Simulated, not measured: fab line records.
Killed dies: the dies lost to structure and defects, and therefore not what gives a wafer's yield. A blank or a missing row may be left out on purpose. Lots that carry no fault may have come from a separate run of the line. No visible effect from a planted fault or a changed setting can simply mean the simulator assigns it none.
fab line records -- flow nand_harc -- part 2 of 2: steps 20 to 31 of 31
[record] lots = 5, wafers = 15, last_day = 31
route steps=1302 shown A_SGD_CUT@905 A_SLIT@922
lots with no fault: from the same line, run without faults
start_h: the number of hours between the record's first day and the start of the first shown wafer of the lot -- wait_h: how many hours have passed since the lot's step before this one -- " unchanged from the row above -- L1.1+2: a single row standing in for several wafers -- - either no value or no given start -- * or withheld: withheld -- < > ~ a bound
route shown NAME@n: names a module that has steps shown in the file, with the first one's number in the route -- usual: mean/standard deviation taken from wafers without a fault -- same: alike in all rows -- chamber/n: place in a boat -- sites: readings site by site -- _std_site: standard deviation across them -- _edge_site: mean of outer sites minus mean of inner sites -- radius_mm: how far each site lies from the wafer's centre -- mask NAME#n: copy n -- behind: the tool/chamber that last shaped the wafer -- hold: reason for holding the lot/hours on hold/outcome of the hold -- device: the n, p or np transistor that did not switch -- end of line: the route-end tests of the same wafers -- a step without rows: its recipe alone -- killed: the dies lost at the first sort to structure and to defects; this is not the yield of the wafer -- map: a wafer's dies, x killed, . not, _ none there
set.NAME: the run value of the setting; set.NAME@STEP: its run value at that earlier step -- model.NAME: the simulator's own value behind a step, which no gauge read
certain route steps with their lots: each step a table, each wafer a row
services: when a tool's chamber went out of use (start_h, in hours from the record's first day, below 0 if earlier), for how many hours, and the reason
[[steps]]
[step NHARC_A_SLIT_DEP_23]
[recipe] target_thk_a = 1000, target_thk_nm = 100, temp_c = 400, pressure_torr = 3.5, flow_sccm = 200, rf_w = 350, material = SiON
[usual] heater_power_w = 763/120
lot.wafer,tool,chamber,start_h,wait_h,heater_power_w
L079.2,pecvd-03,1,511.28,2.5,592
L079.3,pecvd-03,2,511.28,2.5,871
L079.4,pecvd-03,1,511.28,2.5,607
L083.3,pecvd-04,1,540.41,1.9,1014
L083.5,pecvd-04,1,540.41,1.9,1002
L083.4,pecvd-04,2,540.41,1.9,610
L084.2,pecvd-04,1,552.91,2.9,1056
L084.1,pecvd-04,0,552.91,2.9,733
L084.6,pecvd-04,1,552.91,2.9,1071
L089.2,pecvd-02,2,587.12,2.6,794
L089.5,pecvd-02,1,587.12,2.6,802
L089.6,pecvd-02,0,587.12,2.6,840
L093.2,pecvd-03,2,641.38,2.5,798
L093.3,pecvd-03,1,641.38,2.5,613
L093.5,pecvd-03,0,641.38,2.5,728
[step NHARC_A_SLIT_DEHYDRATE_01]
[recipe] temp_c = 150, time_s = 120
[usual] exhaust_pa = 45.1/0.97
lot.wafer,tool,chamber,start_h,wait_h,exhaust_pa
L079.2,litho_track-04,0,511.55,0.2,45.2
L079.3,litho_track-04,0,511.55,0.2,45.7
L079.4,litho_track-04,0,511.55,0.2,44.4
L083.3,litho_track-04,0,540.69,0.2,45.4
L083.4,litho_track-04,0,540.69,0.2,44.6
L083.5,litho_track-04,0,540.69,0.2,44.8
L084.1,litho_track-06,0,553.18,0.2,45.1
L084.2,litho_track-06,0,553.18,0.2,45.0
L084.6,litho_track-06,0,553.18,0.2,43.8
L089.2,litho_track-06,0,587.37,0.2,43.7
L089.5,litho_track-06,0,587.37,0.2,43.8
L089.6,litho_track-06,0,587.37,0.2,44.8
L093.2,litho_track-06,0,641.65,0.2,44.8
L093.3,litho_track-06,0,641.65,0.2,46.8
L093.5,litho_track-06,0,641.65,0.2,45.1
[step NHARC_A_SLIT_HMDS_02]
[recipe] time_s = 30
[usual] exhaust_pa = 44.9/0.87
lot.wafer,tool,chamber,start_h,wait_h,exhaust_pa
L079.2,litho_track-04,0,-,-,45.4
L079.3,litho_track-04,0,-,-,45.2
L079.4,litho_track-04,0,-,-,44.1
L083.3,litho_track-04,0,-,-,45.9
L083.4,litho_track-04,0,-,-,46.4
L083.5,litho_track-04,0,-,-,45.1
L084.1,litho_track-06,0,-,-,44.3
L084.2,litho_track-06,0,-,-,44.1
L084.6,litho_track-06,0,-,-,44.8
L089.2,litho_track-06,0,-,-,44.7
L089.5,litho_track-06,0,-,-,44.0
L089.6,litho_track-06,0,-,-,43.3
L093.2,litho_track-06,0,-,-,47.5
L093.3,litho_track-06,0,-,-,45.5
L093.5,litho_track-06,0,-,-,44.7
[step NHARC_A_SLIT_COAT_03]
[recipe] spin_rpm = 1500, resist_thk_nm = 90
[usual] exhaust_pa = 45.1/0.92
lot.wafer,tool,chamber,start_h,wait_h,exhaust_pa
L079.2,litho_track-04,0,-,-,44.7
L079.3,litho_track-04,0,-,-,45.5
L079.4,litho_track-04,0,-,-,43.6
L083.3,litho_track-04,0,-,-,44.4
L083.4,litho_track-04,0,-,-,44.4
L083.5,litho_track-04,0,-,-,44.6
L084.1,litho_track-06,0,-,-,46.9
L084.2,litho_track-06,0,-,-,45.4
L084.6,litho_track-06,0,-,-,46.0
L089.2,litho_track-06,0,-,-,45.2
L089.5,litho_track-06,0,-,-,45.5
L089.6,litho_track-06,0,-,-,45.1
L093.2,litho_track-06,0,-,-,45.3
L093.3,litho_track-06,0,-,-,45.0
L093.5,litho_track-06,0,-,-,44.8
[step NHARC_A_SLIT_SOFTBAKE_04]
[recipe] temp_c = 105, time_s = 55
[usual] exhaust_pa = 45.2/1.1
lot.wafer,tool,chamber,start_h,wait_h,exhaust_pa
L079.2,litho_track-04,0,-,-,46.3
L079.3,litho_track-04,0,-,-,45.3
L079.4,litho_track-04,0,-,-,46.4
L083.3,litho_track-04,0,-,-,45.3
L083.4,litho_track-04,0,-,-,44.1
L083.5,litho_track-04,0,-,-,44.4
L084.1,litho_track-06,0,-,-,46.8
L084.2,litho_track-06,0,-,-,46.4
L084.6,litho_track-06,0,-,-,47.0
L089.2,litho_track-06,0,-,-,45.0
L089.5,litho_track-06,0,-,-,45.1
L089.6,litho_track-06,0,-,-,45.2
L093.2,litho_track-06,0,-,-,43.2
L093.3,litho_track-06,0,-,-,43.3
L093.5,litho_track-06,0,-,-,43.5
[step NHARC_A_SLIT_EBR_05]
[usual] exhaust_pa = 44.9/0.82
lot.wafer,tool,chamber,start_h,wait_h,exhaust_pa
L079.2,litho_track-04,0,-,-,44.0
L079.3,litho_track-04,0,-,-,43.4
L079.4,litho_track-04,0,-,-,44.5
L083.3,litho_track-04,0,-,-,45.6
L083.4,litho_track-04,0,-,-,44.5
L083.5,litho_track-04,0,-,-,46.4
L084.1,litho_track-06,0,-,-,45.5
L084.2,litho_track-06,0,-,-,44.9
L084.6,litho_track-06,0,-,-,45.4
L089.2,litho_track-06,0,-,-,45.0
L089.5,litho_track-06,0,-,-,45.0
L089.6,litho_track-06,0,-,-,46.9
L093.2,litho_track-06,0,-,-,43.9
L093.3,litho_track-06,0,-,-,44.4
L093.5,litho_track-06,0,-,-,43.8
[step NHARC_A_SLIT_EXPOSE_06]
[recipe] na = 1.35, dose_mj = 60.82, mask_id = SLIT
lot.wafer,tool,chamber,start_h,wait_h,mask
L079.2+3+4,arfi_scanner-01,0,511.82,-,SLIT#0
L083.3+4+5,arfi_scanner-01,0,540.84,-,SLIT#0
L084.1+2+6,arfi_scanner-02,0,553.45,-,SLIT#0
L089.2+5+6,arfi_scanner-03,0,587.51,-,SLIT#0
L093.2+3+5,arfi_scanner-03,0,641.80,-,SLIT#0
[step NHARC_A_SLIT_PEB_07]
[recipe] peb_temp_c = 100, peb_time_s = 65
[usual] exhaust_pa = 44.8/0.81
lot.wafer,tool,chamber,start_h,wait_h,exhaust_pa
L079.2,litho_track-06,0,511.87,0.1,43.2
L079.3,litho_track-06,0,511.87,0.1,43.3
L079.4,litho_track-06,0,511.87,0.1,43.0
L083.3,litho_track-01,0,540.89,0.0,45.1
L083.4,litho_track-01,0,540.89,0.0,44.8
L083.5,litho_track-01,0,540.89,0.0,44.5
L084.1,litho_track-06,0,553.51,0.1,44.9
L084.2,litho_track-06,0,553.51,0.1,45.3
L084.6,litho_track-06,0,553.51,0.1,46.2
L089.2,litho_track-04,0,587.57,0.1,46.3
L089.5,litho_track-04,0,587.57,0.1,44.8
L089.6,litho_track-04,0,587.57,0.1,45.6
L093.2,litho_track-01,0,641.85,0.1,44.4
L093.3,litho_track-01,0,641.85,0.1,44.9
L093.5,litho_track-01,0,641.85,0.1,45.7
[step NHARC_A_SLIT_DEVELOP_08]
[recipe] develop_time_s = 35, dev_temp_c = 23
[usual] exhaust_pa = 45.0/0.86
lot.wafer,tool,chamber,start_h,wait_h,exhaust_pa
L079.2,litho_track-06,0,-,-,45.4
L079.3,litho_track-06,0,-,-,43.7
L079.4,litho_track-06,0,-,-,43.8
L083.3,litho_track-01,0,-,-,44.1
L083.4,litho_track-01,0,-,-,44.6
L083.5,litho_track-01,0,-,-,45.2
L084.1,litho_track-06,0,-,-,45.3
L084.2,litho_track-06,0,-,-,45.8
L084.6,litho_track-06,0,-,-,45.6
L089.2,litho_track-04,0,-,-,44.0
L089.5,litho_track-04,0,-,-,45.6
L089.6,litho_track-04,0,-,-,46.1
L093.2,litho_track-01,0,-,-,47.7
L093.3,litho_track-01,0,-,-,45.7
L093.5,litho_track-01,0,-,-,46.6
[step NHARC_A_SLIT_CD_MEAS_09]
[recipe] target_cd_nm = 300, landing_energy_ev = 500
[usual] cd_nm = 300.0/0.55
[same] landing_energy_ev = 500
lot.wafer,tool,chamber,start_h,wait_h,cd_nm
L079.2,cd_sem-02,0,511.95,-,299.9
L079.3,cd_sem-02,0,511.95,-,299.9
L079.4,cd_sem-02,0,511.95,-,300.1
L083.3,cd_sem-02,0,540.97,-,300.4
L083.4,cd_sem-02,0,540.97,-,300.2
L083.5,cd_sem-02,0,540.97,-,299.3
L084.1,cd_sem-03,0,553.59,-,298.9
L084.2,cd_sem-03,0,553.59,-,299.5
L084.6,cd_sem-03,0,553.59,-,299.6
L089.2,cd_sem-01,0,587.65,-,299.9
L089.5,cd_sem-01,0,587.65,-,300.1
L089.6,cd_sem-01,0,587.65,-,300.7
L093.2,cd_sem-03,0,641.93,-,299.8
L093.3,cd_sem-03,0,641.93,-,300.6
L093.5,cd_sem-03,0,641.93,-,300.5
[step NHARC_A_SLIT_OVL_MEAS_10]
[usual] overlay_x_nm = -0.4/0.83, overlay_y_nm = 0.2/0.76
lot.wafer,tool,chamber,start_h,wait_h,overlay_x_nm,overlay_y_nm
L079.2,overlay-02,-,512.04,-,0.4,0.7
L079.3,overlay-02,-,512.04,-,0.1,1.7
L079.4,overlay-02,-,512.04,-,0.5,1.4
L083.3,overlay-02,-,541.06,-,-2.3,-0.3
L083.4,overlay-02,-,541.06,-,-1.8,0.5
L083.5,overlay-02,-,541.06,-,-2.6,-0.1
L084.1,overlay-02,-,553.68,-,-0.9,0.7
L084.2,overlay-02,-,553.68,-,-1.1,-0.1
L084.6,overlay-02,-,553.68,-,-0.5,0.4
L089.2,overlay-01,-,587.74,-,0.0,-0.7
L089.5,overlay-01,-,587.74,-,-0.6,-0.9
L089.6,overlay-01,-,587.74,-,0.2,-0.5
L093.2,overlay-02,-,642.02,-,0.4,-0.1
L093.3,overlay-02,-,642.02,-,0.0,0.1
L093.5,overlay-02,-,642.02,-,0.4,0.1
[step NHARC_A_SLIT_INSPECT_11]
[usual] raw_defect_count = 55/26
lot.wafer,tool,chamber,start_h,wait_h,raw_defect_count
L079.2,defect_inspect-01,-,512.08,0.0,22
L079.3,defect_inspect-01,-,512.08,0.0,22
L079.4,defect_inspect-01,-,512.08,0.0,29
L083.3,defect_inspect-02,-,541.09,0.0,32
L083.4,defect_inspect-02,-,541.09,0.0,29
L083.5,defect_inspect-02,-,541.09,0.0,30
L084.1,defect_inspect-01,-,553.72,0.0,30
L084.2,defect_inspect-01,-,553.72,0.0,24
L084.6,defect_inspect-01,-,553.72,0.0,35
L089.2,defect_inspect-02,-,587.77,0.0,88
L089.5,defect_inspect-02,-,587.77,0.0,86
L089.6,defect_inspect-02,-,587.77,0.0,80
L093.2,defect_inspect-02,-,642.06,0.0,60
L093.3,defect_inspect-02,-,642.06,0.0,59
L093.5,defect_inspect-02,-,642.06,0.0,66
[[services]]
tool,chamber,start_h,hours,kind
rie_diel-03,0,487.61,11.8,repair
litho_track-01,-,505.00,7.0,pm
wet_bench-07,-,512.00,8.0,pm
rie_diel-03,2,514.48,2.3,repair
rie_diel-03,3,520.04,8.9,repair
pecvd-03,2,520.21,4.9,repair
rie_diel-12,0,528.61,10.4,repair
litho_track-06,-,529.00,7.0,pm
wet_bench-03,-,533.92,6.1,repair
rie_diel-10,2,546.09,24.0,repair
pecvd-03,-,547.13,13.0,pm
rie_diel-12,1,552.99,45.9,repair
litho_track-04,-,553.00,7.0,pm
wet_bench-03,-,562.42,8.0,pm
rie_diel-12,0,578.25,6.8,repair
rie_diel-12,-,587.70,0.2,repair
rie_diel-12,0,592.10,1.7,repair
rie_diel-10,-,596.50,9.0,pm
rie_diel-12,2,598.78,8.2,repair
wet_bench-05,-,612.80,8.0,pm
rie_diel-12,-,622.47,9.0,pm
rie_diel-10,3,632.25,6.7,repair
rie_diel-10,0,635.37,3.6,repair
rie_diel-03,-,635.42,9.0,pm
